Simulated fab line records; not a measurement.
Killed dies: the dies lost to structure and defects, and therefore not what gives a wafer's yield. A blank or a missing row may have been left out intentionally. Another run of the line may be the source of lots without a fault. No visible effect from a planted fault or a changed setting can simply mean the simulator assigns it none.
fab line records -- flow nand_harc
[record] lots = 12, wafers = 34, last_day = 32
route steps=1302 shown A_CONTACT@1081 END@1302
lots that met no fault: from a run of the same line without faults
start_h: hours from the record's first day to the start of the lot's first wafer shown -- wait_h: time in hours since the lot's previous step -- " unchanged from the row above -- L1.1+2: several wafers, shown together as one row -- - no value present, or no start provided -- * or withheld: withheld -- < > ~ a bound
route shown NAME@n: a module of which the file shows steps, and the number in the route of the first -- usual: mean/standard deviation taken from wafers without a fault -- same: alike in all rows -- chamber/n: place in a boat -- sites: each site's reading -- _std_site: the values' standard deviation -- _edge_site: outer sites' mean less inner sites' -- radius_mm: how far each site lies from the wafer's centre -- mask NAME#n: copy n -- behind: tool/chamber where the wafer was last shaped -- hold: why the lot was held/for how many hours/how that ended -- device: which transistor (n, p or np) failed to switch -- end of line: tests run on the same wafers once the route is complete -- where a step has no rows: the recipe by itself -- killed: the dies lost at the first sort to structure and to defects; this is not the yield of the wafer -- map: per-die view of a wafer (x killed, . not killed, _ where there is no die)
set.NAME: setting as actually run; set.NAME@STEP: the setting as run at that earlier step -- model.NAME: the simulator's own value behind a step, which no gauge read
one table for each step of the route and one row for each wafer, over a sample of lots
services: from which hour (start_h, from the record's first day; less than 0 if before it) a tool's chamber was out of use, for how many hours, and why
[[steps]]
[step NHARC_A_CONTACT_DESCUM_13]
[recipe] time_s = 3, o2_flow_sccm = 200, ar_flow_sccm = 0, bias_power_w = 0, chemistry = O2
[usual] drypump_motor_current_A = 5.6/0.34, oes_product_au = 0.996/0.0094, rf_vpp_V = 57.9/0.94, showerhead_plenum_p_Torr = 1.90/0.077, throttle_valve_pct = 11.312/0.01
[same] bias_power_w = 0
lot.wafer,tool,chamber,start_h,wait_h,drypump_motor_current_A,oes_product_au,rf_hours_counter_h,rf_vpp_V,showerhead_plenum_p_Torr,throttle_valve_pct
L906.1,rie_diel-01,3,520.27,0.1,6.1,0.989,41,59.0,2.02,11.308
L906.5,rie_diel-01,2,520.27,0.1,5.5,1.005,-,57.5,1.88,11.319
L906.6,rie_diel-01,3,520.27,0.1,6.1,0.996,-,58.6,2.02,11.319
L907.2,rie_diel-04,1,531.90,0.1,5.6,0.994,24,58.1,1.83,11.324
L907.4,rie_diel-04,2,531.90,0.1,5.7,0.998,24,58.9,2.01,11.306
L907.5,rie_diel-04,3,531.90,0.1,5.8,0.996,-,56.7,1.87,11.314
L909.4,rie_diel-06,2,533.99,0.1,6.3,0.987,12,57.7,1.91,11.304
L909.3,rie_diel-06,3,533.99,0.1,5.3,0.990,12,57.6,1.90,11.311
L909.5,rie_diel-06,2,533.99,0.1,6.3,0.992,-,58.2,1.91,11.293
L912.3,rie_diel-06,3,573.03,0.1,5.3,0.995,27,56.2,1.89,11.317
L912.2,rie_diel-06,2,573.03,0.1,6.2,1.000,26,58.8,1.91,11.324
L912.5,rie_diel-06,3,573.03,0.1,5.3,0.990,-,58.6,1.89,11.312
L914.2,rie_diel-04,3,603.50,0.1,5.8,1.017,11,57.0,1.87,11.298
L914.4,rie_diel-04,2,603.50,0.1,5.7,0.986,6,56.4,2.01,11.305
L914.5,rie_diel-04,3,603.50,0.1,5.8,1.003,-,56.5,1.87,11.306
L915.3,rie_diel-04,0,605.17,0.1,5.1,0.993,12,58.3,1.85,11.308
L918.2,rie_diel-06,1,624.96,0.1,5.6,0.986,48,60.0,2.06,11.310
L918.5,rie_diel-06,2,624.96,0.1,6.3,0.992,-,58.6,1.90,11.322
L918.6,rie_diel-06,3,624.96,0.1,5.3,0.992,-,56.9,1.88,11.318
L920.3,rie_diel-01,2,652.43,0.1,5.5,0.982,30,58.1,1.87,11.320
L920.1,rie_diel-01,1,652.43,0.1,6.0,1.003,31,58.2,1.91,11.315
L920.6,rie_diel-01,3,652.43,0.1,6.1,0.987,-,58.4,2.01,11.319
L922.3,rie_diel-01,2,663.24,0.1,5.5,0.998,33,56.8,1.86,11.305
L922.2,rie_diel-01,0,663.24,0.1,5.4,0.998,34,58.6,2.03,11.317
L922.6,rie_diel-01,2,663.24,0.1,5.5,0.980,-,58.7,1.86,11.304
L924.2,rie_diel-04,0,691.53,0.1,5.1,1.008,26,57.9,1.84,11.309
L924.1,rie_diel-04,2,691.53,0.1,5.7,0.994,21,59.7,2.00,11.305
L924.5,rie_diel-04,1,691.53,0.1,5.6,1.004,-,57.5,1.82,11.292
L926.1,rie_diel-06,0,706.10,0.1,5.3,1.003,11,57.8,1.81,11.327
L926.2,rie_diel-06,2,706.10,0.1,6.3,0.987,12,57.7,1.89,11.317
L926.5,rie_diel-06,0,706.10,0.1,5.3,0.996,-,57.7,1.81,11.311
L928.3,rie_diel-04,0,718.21,0.1,5.1,1.009,0,57.6,1.84,11.286
L928.2,rie_diel-04,1,718.21,0.1,5.6,0.983,0,56.9,1.82,11.317
L928.4,rie_diel-04,3,718.21,0.1,5.8,0.994,0,58.3,1.86,11.340
[step NHARC_A_CONTACT_ETCH_89]
[recipe] target_depth_a = 2600, over_etch_frac = 0.3, time_s = 475.3, ion_energy_ev = 200, n2_flow_sccm = 150, h2_flow_sccm = 150, ar_flow_sccm = 0, rf_w = 400, bias_w = 150, chemistry = N2/H2
[usual] drypump_motor_current_A = 5.6/0.34, oes_product_au = 0.996/0.009, rf_vpp_V = 430.4/2.5, showerhead_plenum_p_Torr = 2.04/0.086, throttle_valve_pct = 14.171/0.0091
lot.wafer,tool,chamber,start_h,wait_h,drypump_motor_current_A,oes_product_au,rf_hours_counter_h,rf_vpp_V,showerhead_plenum_p_Torr,throttle_valve_pct
L906.1,rie_diel-01,1,-,-,6.0,0.987,34,430.5,2.05,14.169
L906.5,rie_diel-01,0,-,-,5.4,1.006,-,434.2,2.18,14.183
L906.6,rie_diel-01,1,-,-,6.0,1.006,-,432.3,2.05,14.172
L907.4,rie_diel-01,2,-,-,5.5,0.997,51,429.1,2.00,14.152
L907.2,rie_diel-01,3,-,-,6.1,0.992,49,433.9,2.16,14.164
L907.5,rie_diel-01,3,-,-,6.1,0.982,-,434.8,2.16,14.185
L909.3,rie_diel-06,2,-,-,6.2,0.994,12,429.6,2.04,14.169
L909.4,rie_diel-06,1,-,-,5.6,1.002,14,435.2,2.21,14.161
L909.5,rie_diel-06,3,-,-,5.3,0.996,-,430.2,2.02,14.179
L912.2,rie_diel-06,1,-,-,5.6,0.998,29,435.8,2.21,14.177
L912.3,rie_diel-06,2,-,-,6.3,1.003,26,431.5,2.03,14.165
L912.5,rie_diel-06,0,-,-,5.2,1.008,-,428.3,1.94,14.175
L914.4,rie_diel-04,1,-,-,5.6,0.987,10,429.1,1.95,14.152
L914.2,rie_diel-04,2,-,-,5.7,0.990,6,434.2,2.14,14.160
L914.5,rie_diel-04,3,-,-,5.8,0.994,-,428.3,1.99,14.184
L915.3,rie_diel-04,3,-,-,5.8,1.002,12,429.4,1.99,14.177
L918.2,rie_diel-06,1,-,-,5.6,0.984,48,435.9,2.20,14.169
L918.5,rie_diel-06,2,-,-,6.2,0.997,-,430.7,2.03,14.172
L918.6,rie_diel-06,3,-,-,5.3,0.995,-,428.9,2.01,14.175
L920.1,rie_diel-01,3,-,-,6.1,0.995,27,434.9,2.15,14.171
L920.3,rie_diel-01,0,-,-,5.4,0.998,29,434.2,2.16,14.167
L920.6,rie_diel-01,0,-,-,5.4,0.998,-,432.8,2.16,14.159
L922.2,rie_diel-01,0,-,-,5.4,1.001,34,434.0,2.16,14.164
L922.3,rie_diel-01,2,-,-,5.5,0.982,33,429.7,1.99,14.170
L922.6,rie_diel-01,0,-,-,5.4,1.000,-,432.9,2.16,14.174
L924.1,rie_diel-04,0,-,-,5.1,1.005,26,428.0,1.96,14.186
L924.2,rie_diel-04,3,-,-,5.8,0.998,27,430.4,1.99,14.178
L924.5,rie_diel-04,0,-,-,5.1,1.003,-,428.9,1.96,14.159
L926.2,rie_diel-06,1,-,-,5.6,1.003,13,434.7,2.19,14.170
L926.1,rie_diel-06,3,-,-,5.3,0.994,11,430.7,2.00,14.166
L926.5,rie_diel-06,0,-,-,5.2,0.998,-,425.6,1.92,14.165
L928.2,rie_diel-04,2,-,-,5.7,1.009,0,432.7,2.14,14.151
L928.4,rie_diel-04,0,-,-,5.1,1.018,0,428.0,1.96,14.175
L928.3,rie_diel-04,1,-,-,5.6,0.979,0,426.9,1.94,14.184
[step NHARC_A_CONTACT_ALD_18]
[recipe] target_thk_a = 30, pulse_time_s = 1, ald_cycles = 150, temp_c = 450, material = TiN
[usual] ald_cycles = 150/0, heater_power_w = 1122/110, precursor_pulse_height_rel = 1.000/0.02
lot.wafer,tool,chamber,start_h,wait_h,ald_cycles,heater_power_w,precursor_pulse_height_rel
L906.1,ald_metal-01,2,524.44,-,150,924,1.010
L906.5,ald_metal-01,3,524.44,-,150,1191,1.024
L906.6,ald_metal-01,0,524.44,-,150,1141,0.990
L907.4,ald_metal-01,0,536.81,-,150,1176,1.004
L907.2,ald_metal-01,3,536.81,-,150,1156,0.966
L907.5,ald_metal-01,0,536.81,-,150,1177,1.013
L909.4,ald_metal-04,0,538.70,-,150,1168,0.989
L909.3,ald_metal-04,2,538.70,-,150,956,1.026
L909.5,ald_metal-04,0,538.70,-,150,1178,0.998
L912.3,ald_metal-04,1,577.42,-,150,1181,0.987
L912.2,ald_metal-04,0,577.42,-,150,1155,1.013
L912.5,ald_metal-04,2,577.42,-,150,982,1.016
L914.2,ald_metal-01,0,608.20,-,150,1226,1.009
L914.4,ald_metal-01,1,608.20,-,150,1064,1.011
L914.5,ald_metal-01,2,608.20,-,150,952,1.008
L915.3,ald_metal-01,0,612.68,-,69,1200,0.983
L918.2,ald_metal-03,2,629.27,-,150,1055,0.991
L918.5,ald_metal-03,3,629.27,-,150,1205,1.019
L918.6,ald_metal-03,0,629.27,-,150,1262,0.993
L920.1,ald_metal-03,2,656.56,-,150,1024,1.022
L920.3,ald_metal-03,0,656.56,-,150,1291,0.989
L920.6,ald_metal-03,3,656.56,-,150,1180,1.025
L922.3,ald_metal-03,2,669.26,-,150,1026,1.001
L922.2,ald_metal-03,3,669.26,-,150,1181,1.010
L922.6,ald_metal-03,0,669.26,-,150,1252,0.986
L924.1,ald_metal-04,3,695.71,-,150,1241,0.983
L924.2,ald_metal-04,0,695.71,-,150,1222,0.975
L924.5,ald_metal-04,1,695.71,-,150,1214,1.004
L926.1,ald_metal-03,0,710.26,-,150,1315,0.997
L926.2,ald_metal-03,3,710.26,-,150,1223,0.989
L926.5,ald_metal-03,2,710.26,-,150,1036,1.056
L928.3,ald_metal-04,2,722.63,-,150,929,1.013
L928.2,ald_metal-04,1,722.63,-,150,1236,0.978
L928.4,ald_metal-04,3,722.63,-,150,1262,0.981
[step NHARC_A_CONTACT_CVD_19]
[recipe] target_thk_a = 3000, temp_c = 300, pressure_torr = 40, wf6_flow_sccm = 40, h2_flow_sccm = 1600, ar_flow_sccm = 1560, time_s = 802, material = W
[usual] heater_power_w = 488/63, throttle_valve_pct = 7.92/0.23
lot.wafer,tool,chamber,start_h,wait_h,heater_power_w,throttle_valve_pct
L906.1,cvd_w-02,0,-,-,432,8.04
L906.5,cvd_w-02,0,-,-,434,8.13
L906.6,cvd_w-02,1,-,-,484,7.73
L907.2,cvd_w-01,1,-,-,457,8.17
L907.4,cvd_w-01,1,-,-,467,8.22
L907.5,cvd_w-01,1,-,-,462,8.37
L909.3,cvd_w-01,1,-,-,466,8.23
L909.4,cvd_w-01,0,-,-,575,7.85
L909.5,cvd_w-01,0,-,-,573,7.52
L912.2,cvd_w-02,1,-,-,487,7.93
L912.3,cvd_w-02,1,-,-,493,7.92
L912.5,cvd_w-02,1,-,-,475,8.04
L914.2,cvd_w-02,0,-,-,441,7.94
L914.4,cvd_w-02,1,-,-,490,7.99
L914.5,cvd_w-02,1,-,-,493,7.81
L915.3,cvd_w-01,1,-,-,488,7.82
L918.2,cvd_w-02,1,-,-,484,7.85
L918.6,cvd_w-02,0,-,-,442,8.28
L918.5,cvd_w-02,1,-,-,492,8.17
L920.1,cvd_w-02,0,-,-,421,8.14
L920.3,cvd_w-02,0,-,-,434,8.05
L920.6,cvd_w-02,0,-,-,423,8.08
L922.2,cvd_w-02,1,-,-,473,7.54
L922.3,cvd_w-02,1,-,-,489,7.69
L922.6,cvd_w-02,1,-,-,487,7.62
L924.1,cvd_w-01,1,-,-,496,8.02
L924.2,cvd_w-01,0,-,-,617,7.91
L924.5,cvd_w-01,1,-,-,488,8.15
L926.2,cvd_w-02,1,-,-,490,7.47
L926.1,cvd_w-02,0,-,-,425,8.12
L926.5,cvd_w-02,0,-,-,423,7.90
L928.2,cvd_w-02,1,-,-,490,7.80
L928.4,cvd_w-02,0,-,-,421,7.90
L928.3,cvd_w-02,1,-,-,481,7.56
[step NHARC_END_SORT_01]
[recipe] temp_c = 25
[usual] killed_at_array = 55/19, killed_at_other = 0.8/1.1, killed_at_periphery = 4.0/2.6, killed_dies = 60/20, killed_open = 3.4/1.7, killed_short = 2.6/1.5
[same] gross_dies = 677
lot.wafer,tool,chamber,start_h,wait_h,killed_at_array,killed_at_other,killed_at_periphery,killed_dies,killed_open,killed_short
L915.3,prober-02,0,659.78,3.1,671,3,3,677,1,3
// killed by level:class
L915.3 A_CONTACT:area_ald=578 A_CHANNEL_HOLE_D1:chamber_film_flake=43 A_SLIT:chamber_film_flake=30 A_CHANNEL_HOLE_D2:chamber_film_flake=10 A_CONTACT:chamber_film_flake=5 THIN_TSV:chamber_film_flake=3 P_BONDPAD:chamber_film_flake=2 A_DECK1_JOINT:geometric_particle:short=1
[[services]]
tool,chamber,start_h,hours,kind
rie_diel-04,-,531.96,9.0,pm
cvd_w-02,0,534.88,4.2,repair
ald_metal-04,0,546.34,24.7,repair
rie_diel-04,2,553.89,3.6,repair
rie_diel-04,2,557.75,13.7,repair
rie_diel-01,-,557.82,9.0,pm
rie_diel-04,1,565.42,2.6,repair
ald_metal-03,-,568.00,10.0,pm
rie_diel-06,-,588.48,2.4,repair
rie_diel-04,1,591.59,3.2,repair
ald_metal-04,3,591.85,24.9,repair
ald_metal-03,3,609.13,6.0,repair
ald_metal-03,1,609.14,106.5,repair
cvd_w-02,-,631.07,13.0,pm
rie_diel-01,0,636.26,1.2,repair
ald_metal-03,-,638.21,0.2,repair
rie_diel-06,1,641.37,7.3,repair
ald_metal-04,-,646.43,0.9,repair
rie_diel-06,-,661.70,9.0,pm
rie_diel-01,3,664.64,4.5,repair
cvd_w-02,1,675.73,2.8,repair
cvd_w-02,-,681.96,1.4,repair
cvd_w-02,1,685.79,6.6,repair
rie_diel-04,-,708.96,9.0,pm
[[key]]
[first_sign] step = NHARC_A_CONTACT_ALD_18, reading = ald_cycles, direction = down, sigmas = 99+, usual = 150, struck = 69
[effect] step = NHARC_END_SORT_01, reading = killed_at_array, direction = up, sigmas = 32, usual = 55, struck = 671
[more_kills_born_at] NHARC_A_CONTACT_ALD_18@ald_metal-01 = 578
met_at NHARC_A_CONTACT_ALD_18
struck_lots L915
struck_wafers L915.3
later_rows_left_out L915.3
tester_left_out L915
not_acting_at NHARC_A_CONTACT_DESCUM_13,NHARC_A_CONTACT_ETCH_89,NHARC_A_CONTACT_CVD_19
onset_between 608.20 612.68
[earlier_fault] kind = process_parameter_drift, tool = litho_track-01, chamber = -, onset_h = 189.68, steps = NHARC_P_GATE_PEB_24, channel = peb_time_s, offset = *, shape = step, acts_in = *, stated = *
[fault] kind = process_parameter_drift, tool = ald_metal-01, chamber = 0, onset_h = 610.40, steps = NHARC_A_CONTACT_ALD_18, channel = ald_cycles, offset = -81, shape = step, acts_in = these_recipes_only, stated = 150
// tester_left_out: of these lots the tester's yield and bins aren't shown, on N5 and GAA mostly nor the transistor test; their killed dies are dies lost to structure and defects alone, not to doping, threshold or leakage, so they don't give the yield
// later_rows_left_out: the simulator's readings of these wafers behind a module that went badly wrong aren't trusted and aren't shown, but for the sort
